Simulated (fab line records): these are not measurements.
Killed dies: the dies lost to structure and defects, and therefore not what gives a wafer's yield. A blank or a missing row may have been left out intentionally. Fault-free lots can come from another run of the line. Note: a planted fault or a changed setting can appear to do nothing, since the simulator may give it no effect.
Chamber matching || flow n5_finfet || N5_BEOL_M7_VIA_ETCH_34 on rie_diel-04 has 4 sister chambers
The step etches SiCOH lowk in C4F6/O2, target depth 125.5 nm, time 50.5 s. 8 wafers are shown with their chamber, then 11 later ones without.

WAFERS PAIRED WITH THEIR CHAMBERS
{"wafer": "L076.5", "chamber": 3, "rf_vpp_V (V)": 669, "showerhead_plenum_p_Torr (Torr)": 2.92}
{"wafer": "L085.1", "chamber": 0, "rf_vpp_V (V)": 643, "showerhead_plenum_p_Torr (Torr)": 2.93}
{"wafer": "L087.3", "chamber": 0, "rf_vpp_V (V)": 645, "showerhead_plenum_p_Torr (Torr)": 2.93}
{"wafer": "L087.4", "chamber": 1, "rf_vpp_V (V)": 688, "showerhead_plenum_p_Torr (Torr)": 2.91}
{"wafer": "L086.3", "chamber": 2, "rf_vpp_V (V)": 671, "showerhead_plenum_p_Torr (Torr)": 2.76}
{"wafer": "L086.4", "chamber": 3, "rf_vpp_V (V)": 669, "showerhead_plenum_p_Torr (Torr)": 2.91}
{"wafer": "L086.5", "chamber": 2, "rf_vpp_V (V)": 670, "showerhead_plenum_p_Torr (Torr)": 2.76}
{"wafer": "L090.3", "chamber": 1, "rf_vpp_V (V)": 688, "showerhead_plenum_p_Torr (Torr)": 2.91}

WAFERS WHOSE CHAMBER IS MISSING
{"wafer": "L090.4", "rf_vpp_V (V)": 642, "showerhead_plenum_p_Torr (Torr)": 2.92}
{"wafer": "L090.5", "rf_vpp_V (V)": 643, "showerhead_plenum_p_Torr (Torr)": 2.92}
{"wafer": "L091.1", "rf_vpp_V (V)": 688, "showerhead_plenum_p_Torr (Torr)": 2.90}
{"wafer": "L091.2", "rf_vpp_V (V)": 644, "showerhead_plenum_p_Torr (Torr)": 2.92}
{"wafer": "L091.3", "rf_vpp_V (V)": 669, "showerhead_plenum_p_Torr (Torr)": 2.91}
{"wafer": "L097.2", "rf_vpp_V (V)": 667, "showerhead_plenum_p_Torr (Torr)": 2.90}
{"wafer": "L097.4", "rf_vpp_V (V)": 687, "showerhead_plenum_p_Torr (Torr)": 2.90}
{"wafer": "L097.5", "rf_vpp_V (V)": 643, "showerhead_plenum_p_Torr (Torr)": 2.91}
{"wafer": "L095.2", "rf_vpp_V (V)": 671, "showerhead_plenum_p_Torr (Torr)": 2.75}
{"wafer": "L095.3", "rf_vpp_V (V)": 669, "showerhead_plenum_p_Torr (Torr)": 2.90}
{"wafer": "L095.4", "rf_vpp_V (V)": 643, "showerhead_plenum_p_Torr (Torr)": 2.91}

WHICH CHAMBER EACH ONE RAN IN
{"wafer": "L090.4", "from the rows above": 0, "in truth": 0}
{"wafer": "L090.5", "from the rows above": 0, "in truth": 0}
{"wafer": "L091.1", "from the rows above": 1, "in truth": 1}
{"wafer": "L091.2", "from the rows above": 0, "in truth": 0}
{"wafer": "L091.3", "from the rows above": 3, "in truth": 3}
{"wafer": "L097.2", "from the rows above": 3, "in truth": 3}
{"wafer": "L097.4", "from the rows above": 1, "in truth": 1}
{"wafer": "L097.5", "from the rows above": 0, "in truth": 0}
{"wafer": "L095.2", "from the rows above": 2, "in truth": 2}
{"wafer": "L095.3", "from the rows above": 3, "in truth": 3}
{"wafer": "L095.4", "from the rows above": 0, "in truth": 0}
Correct placement for 11 of the 11. Not placeable from these rows: 0. 0 placed wrongly.
How it was worked out, from the rows above alone: a wafer's distance from a chamber is the root of the sum, over the readings, of the square of ((its reading less the chamber's mean) divided by the reading's scatter). The wafer belongs to the nearest chamber; if the next one is less than 2 further off, it can't be placed. The mean given for a chamber averages the wafers shown for that chamber. The scatter: the root of (the sum of the squares of (reading less its chamber's mean) over the shown wafers, divided by (wafers less chambers)).
